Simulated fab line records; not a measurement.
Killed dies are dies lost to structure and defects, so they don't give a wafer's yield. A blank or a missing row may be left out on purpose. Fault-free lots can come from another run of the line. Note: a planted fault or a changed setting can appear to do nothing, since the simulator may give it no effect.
Comparing a struck lot with a sound one -- flow n5-finfet -- 33 out of 1938 route steps
Sound: wafers L519.2, L519.5, L519.6. Struck: wafers L512.1, L512.3, L512.6. The cause is named last.
Each step with rows lists, per side, the tool, then ch with its chambers, then its first start. Under that, the readings that differ: sound wafers -- struck wafers -- difference of the means -- sigmas: that difference in standard deviations of wafers without a fault.
alike: readings whose means differ by less than 2 such deviations, and words and numbers that are the same on both sides. not compared: withheld readings, readings that some wafer has no value for, bounds like >300 that may hide the same value, and numbers for which the record gives no deviation and whose values overlap.
Wherever a step has rows on one side only, a row that says differs or no value, or a row with sigmas, the two part there. When numbers do not overlap yet have no deviation, they are printed without sigmas and do not part them. A reading missing from all wafers of one side parts the sides only when that side holds two or more wafers.

first, 3 steps without rows for these wafers: N5_BEOL_M9_CURE_72 (cures SiCOH lowk, time 120 s); N5_BEOL_M9_DEGAS_44 (time 60 s); N5_BEOL_M9_PRE_CLEAN_45 (time 30 s).
N5_BEOL_M9_ALD_74: deposits TaN, target thk 2 nm, pulse time 2 s, purge time 3 s.
  sound on ald-metal-02 ch 0,1, day 14 09:46; struck on ald-metal-02 ch 0,2, day 12 12:59
  alike: heater-power-w
then, 4 steps without rows for these wafers: N5_BEOL_M9_SURFACE_TREAT_79; N5_BEOL_M9_CVD_78 (deposits Co from CCTBA/H2, target thk 2 nm, time 138.9 s); N5_BEOL_M9_SPUTTER_48 (material Cu, target thk 12 nm, time 2 s); N5_BEOL_M9_ECD_50 (material Cu, target thk 318 nm).
N5_BEOL_M9_ANNEAL_51: time 90 s.
  sound on rtp-anneal-01 ch 0, day 14 11:07; struck on rtp-anneal-01 ch 0, day 12 14:08
  alike: anneal-temp-c-max, wafer_temp_C_max
N5_BEOL_M9_CMP_52: polishes, stops on SiCOH lowk, t overpolish 7 s, target thk 140 nm.
  sound on cmp-04 ch 1,2, day 14 11:23; struck on cmp-02 ch 0,2, day 12 14:26
  alike: barrier-field-endpoint-s, motor-current-A, overpolish-run-s, slurry-filter-dp-kPa, time-to-endpoint-s
N5_BEOL_M9_THK_MEAS_53: measures by xrf.
  struck on film-metro-02, day 12 14:44; sound on film-metro-02, day 14 11:40
  alike: M9_THK
then, 1 step without rows for these wafers: N5_BEOL_M9_PRE_CLEAN_55 (time 15 s).
N5_BEOL_M9_DEP_56: deposits SiCN from 3MS/NH3, target thk 15 nm, time 26.5 s.
  sound on pecvd-04 ch 0,1,2, day 14 11:44; struck on pecvd-02 ch 0,1,2, day 12 14:48
  alike: showerhead-plenum-p-Torr, throttle-valve-pct
N5_BEOL_M9_RS_MEAS_57: uses a four-point probe to measure.
  struck on film-metro-02, day 12 14:52; sound on film-metro-01, day 14 11:49
  alike: M9_RS
N5_BEOL_M9_INSPECT_58: inspects for defects (darkfield).
  struck on defect-inspect-01, day 12 14:54; sound on defect-inspect-02, day 14 11:50
reading,sound,struck,difference,sigmas
raw-defect-count,75 83 64,940 911 913,+847,+45
N5_BEOL_M10_ILD_DEP_00: deposits SiCOH lowk from DEMS/porogen, target thk 308.51 nm, time 58 s.
  sound on pecvd-01 ch 1,2, day 14 11:53; struck on pecvd-03 ch 0,1,2, day 12 14:56
  alike: heater-power-w, showerhead-plenum-p-Torr, throttle-valve-pct
then, 1 step without rows for these wafers: N5_BEOL_M10_CURE_71 (cures SiCOH lowk, time 240 s).
N5_BEOL_M10_THK_MEAS_01:
  struck on film-metro-02, day 12 16:16; sound on film-metro-02, day 14 12:29
  alike: M10_ILD_THK
then, 1 step without rows for these wafers: N5_BEOL_M10_PECVD_70 (deposits SiO2 from TEOS/O2, target thk 20 nm, time 22.7 s).
N5_BEOL_M10_HM_DEP_02: deposits TiN, target thk 20 nm.
  struck on pvd-sputter-03, day 12 18:07; sound on pvd-sputter-01, day 14 12:48
  alike: throttle-valve-pct
then, 8 steps without rows for these wafers: N5_BEOL_M10_COAT_59 (time 60 s, resist thk 100 nm); N5_BEOL_M10_COAT_60 (time 60 s, resist thk 30 nm); N5_BEOL_M10_COAT_05 (resist thk 90 nm); N5_BEOL_M10_EBR_07; N5_BEOL_M10_SOFTBAKE_06 (time 60 s); N5_BEOL_M10_EXPOSE_08 (exposes mask M10); N5_BEOL_M10_PEB_09 (peb time 60 s); N5_BEOL_M10_DEVELOP_10 (develop time 30 s).
N5_BEOL_M10_CD_MEAS_11 targets a cd of 64.1 nm.
  sound on cd-sem-03 ch 0, day 14 13:17; struck on cd-sem-02 ch 0, day 12 18:37
  alike: cd-nm
N5_BEOL_M10_OVL_MEAS_12:
  sound on overlay-02 ch 0, day 14 13:19; struck on overlay-01 ch 0, day 12 18:38
  alike: M10_OVL
N5_BEOL_M10_INSPECT_13: inspects for defects (brightfield).
  struck on defect-inspect-02, day 12 18:40; sound on defect-inspect-02, day 14 13:21
reading,sound,struck,difference,sigmas
raw-defect-count,354 302 323,1258 1110 1176,+855,+10
then, 1 step without rows for these wafers: N5_BEOL_M10_DESCUM_16 (chemistry O2, time 7.9 s).
-- here the record skips 2 days between the struck wafers' starts before and after, leaving off in module BEOL_M10 and picking up in module PASSIVATION (first step shown: number 1936 of the route) --
N5_PASSIVATION_PROBE_49:
  struck on prober-01, day 14 21:34; sound on prober-01, day 16 16:34
reading,sound,struck,difference,sigmas
defect-limited-yield (%),90.1 90.8,81.6 81.4 84.9,-7.8,-5
killed_at_M4_up,14 13,147 134 88,+110,+24
killed-dies,117 109,217 219 178,+92,+5
killed-on-rim,12 15,23 31 27,+14,+3
sort_bin_5_function (%),5.5 5.8,11.5 11.5 8.0,+4.7,+4
sort-n-pass,1063 1071,963 961 1002,-92,-5
sort-yield-pct (%),90.1 90.8,81.6 81.4 84.9,-7.8,-5
  alike: killed_at_M0_to_M3, killed-at-contacts, killed-at-front-end, killed-at-other, killed-open, killed-short, sort_bin_6_memory

WHERE THEY PART
Earliest at N5_BEOL_M9_INSPECT_58; latest, in this record, at N5_PASSIVATION_PROBE_49.

WHY: the cause the simulator had injected
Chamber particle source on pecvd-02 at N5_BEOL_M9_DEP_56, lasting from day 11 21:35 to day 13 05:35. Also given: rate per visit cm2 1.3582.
